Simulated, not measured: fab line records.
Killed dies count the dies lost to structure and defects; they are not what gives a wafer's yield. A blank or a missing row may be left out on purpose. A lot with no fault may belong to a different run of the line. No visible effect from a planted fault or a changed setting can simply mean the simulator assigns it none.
The same fault as seen by 2 desks -- flow n5Finfet -- every desk sees just its own numbers, and what lay behind them comes last

AT THE TOOL OWNER'S DESK: aldSin-04
The tool's own readings at N5_FIN_SAQP_ALD_61 (deposits SiO2, target thk 4 nm, pulse time 1 s, purge time 2 s): means of the sampled wafers that have a number, for each lot that ran on this tool. If a lot's mean is further than 4 standard deviations from the usual mean, the lot is out of limits and carries the mark OUT (the distance appears in the brackets).
Columns: A = heaterPowerW at N5_FIN_SAQP_ALD_61, usual 499 W; B = precursorPulseHeightRel at N5_FIN_SAQP_ALD_61, usual 0.998
lot,first seen here,A,B
L591,day 3 02:55,523,0.987
L603,day 6 03:45,486,1.002
L604,day 6 08:39,472,1.004
L605,day 6 14:47,516,1.004
L606,day 6 20:38,508,1.012
This desk found nothing out of limits on any of the 5 lots.

AT THE METROLOGY DESK
What the gauges read, lot by lot, whatever tool the lot ran on: means of the sampled wafers that have a number. If a lot's mean is further than 4 standard deviations from the usual mean, the lot is out of limits and carries the mark OUT (the distance appears in the brackets). It has 10 readings; the 7 that lie furthest out on some lot are the ones shown.
Columns: A = DIBL_P at N5_BEOL_M4_RC_MEAS_101, usual 36.2 mV/V; B = IOFF_N at N5_BEOL_M4_RC_MEAS_101, usual 0.16 nA/um; C = ION_N at N5_BEOL_M4_RC_MEAS_101, usual 674 uA/um; D = ION_P at N5_BEOL_M4_RC_MEAS_101, usual 463 uA/um; E = SS_N at N5_BEOL_M4_RC_MEAS_101, usual 71.5 mV/dec; F = SS_P at N5_BEOL_M4_RC_MEAS_101, usual 73.1 mV/dec; G = VT_N at N5_BEOL_M4_RC_MEAS_101, usual 250 mV
lot,first seen here,A,B,C,D,E,F,G
L591,day 8 20:34,34.8,0.13,656,454,71.1,72.7,254
L601,day 11 17:31,37.3,0.17,681,465,71.5,73.3,248
L603,day 12 12:38,38.0,0.20,692,471,71.4,74.0,248
L604,day 12 15:38,37.0,0.18,678,463,71.5,73.2,246
L605,day 13 04:14,34.9,0.15,675,465,71.6,73.1,252
L606,day 13 06:20,36.2,0.16,668,458,72.2,73.3,250
L607,day 13 12:28,36.8,0.17,677,465,71.9,72.8,249
L608,day 13 21:27,34.0,0.12,661,461,71.1,72.8,254
L609,day 14 07:34,35.4,0.15,679,470,71.8,72.5,251
This desk found nothing out of limits on any of the 9 lots.

TAKEN TOGETHER
Nothing out of limits was seen by the tool owner's desk.
Metrology desk: nothing out of limits seen.

WHAT THE SIMULATOR HAD PUT IN
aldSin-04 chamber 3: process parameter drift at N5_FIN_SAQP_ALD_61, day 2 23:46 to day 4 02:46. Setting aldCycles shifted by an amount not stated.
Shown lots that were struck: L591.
